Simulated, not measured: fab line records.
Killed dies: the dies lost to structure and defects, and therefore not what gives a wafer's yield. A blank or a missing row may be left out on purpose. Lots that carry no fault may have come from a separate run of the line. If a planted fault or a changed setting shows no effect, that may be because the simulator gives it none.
What tool caused it?	flow nand_harc	22 lots (66 wafers sampled), 1 step of a 1302-step route

## WHAT THE GAUGES SHOWED, per wafer
NHARC_A_CONTACT_CD_MEAS_69 targets a cd of 300 nm.
lot	measured	on	cd_nm (nm)
L074	day 21 16:27	cd_sem-01	300.0 300.3 300.1
L075	day 22 07:16	cd_sem-01	299.7 299.8 299.9
L077	day 22 18:14	cd_sem-01	300.1 299.6 300.1
L079	day 23 09:23	cd_sem-03	300.2 300.0 300.6
L078	day 23 09:38	cd_sem-02	300.1 300.2 300.4
L080	day 24 16:57	cd_sem-01	299.7 299.7 300.1
L083	day 24 22:36	cd_sem-03	299.8 299.7 300.0
L081	day 25 06:07	cd_sem-02	300.3 300.2 300.3
L085	day 25 11:10	cd_sem-01	300.4 299.6 299.8
L082	day 25 13:26	cd_sem-02	299.3 299.9 299.3
L084	day 25 14:22	cd_sem-03	299.4 299.4 300.0
L086	day 25 20:12	cd_sem-03	299.6 299.8 299.8
L087	day 28 01:21	cd_sem-03	299.2 300.1 300.1
L088	day 28 08:55	cd_sem-01	300.6 300.3 299.7
L090	day 28 14:17	cd_sem-03	299.9 300.2 299.4
L093	day 29 02:07	cd_sem-03	299.8 300.8 300.0
L091	day 29 02:49	cd_sem-01	299.8 299.8 300.1
L092	day 29 20:07	cd_sem-01	299.7 299.9 299.8
L094	day 29 23:44	cd_sem-01	300.0 299.5 300.3
L095	day 30 09:16	cd_sem-03	299.3 300.0 299.5
L097	day 31 09:14	cd_sem-02	300.2 300.1 300.1
L096	day 32 20:55	cd_sem-02	299.9 300.1 298.7

## WHAT TOOL EACH LOT RAN ON (gives the tool, then ch and the chambers of the sampled wafers, and finally the start)
No process step before these readings appears in the record.

## WHAT THE TOOLS THEMSELVES READ (means of the sampled wafers that have a number; where no wafer has one, the mark that the record gives instead)
The record holds no such reading with a usual standard deviation.

## THE ANSWER, worked out from the rows above alone
Rule: what is usual is taken from the lots themselves. The widest of any qualifying gaps counts: lots, ordered by their means at a reading, are off when they make up no more than a third of the lots, leave a main group of 4 or more, and stand apart from it by 3 or more times the standard deviation of that group's means. If all means in a main group match to the digits the tables above print for the reading, that group is not used. A lot without any number at a reading at which 4 lots or more have one is off too. Any other lot the step has rows for is counted as sound. First the gauges in route order, then the tools' own readings, where a lot's mean is used as printed above. The first step at which some lot is off is used, and at that step the reading that is off furthest; a lot without a number counts as furthest.
No lot is off at any reading shown: from this, nothing can be told.

## WHAT THE SIMULATOR HAD PUT IN
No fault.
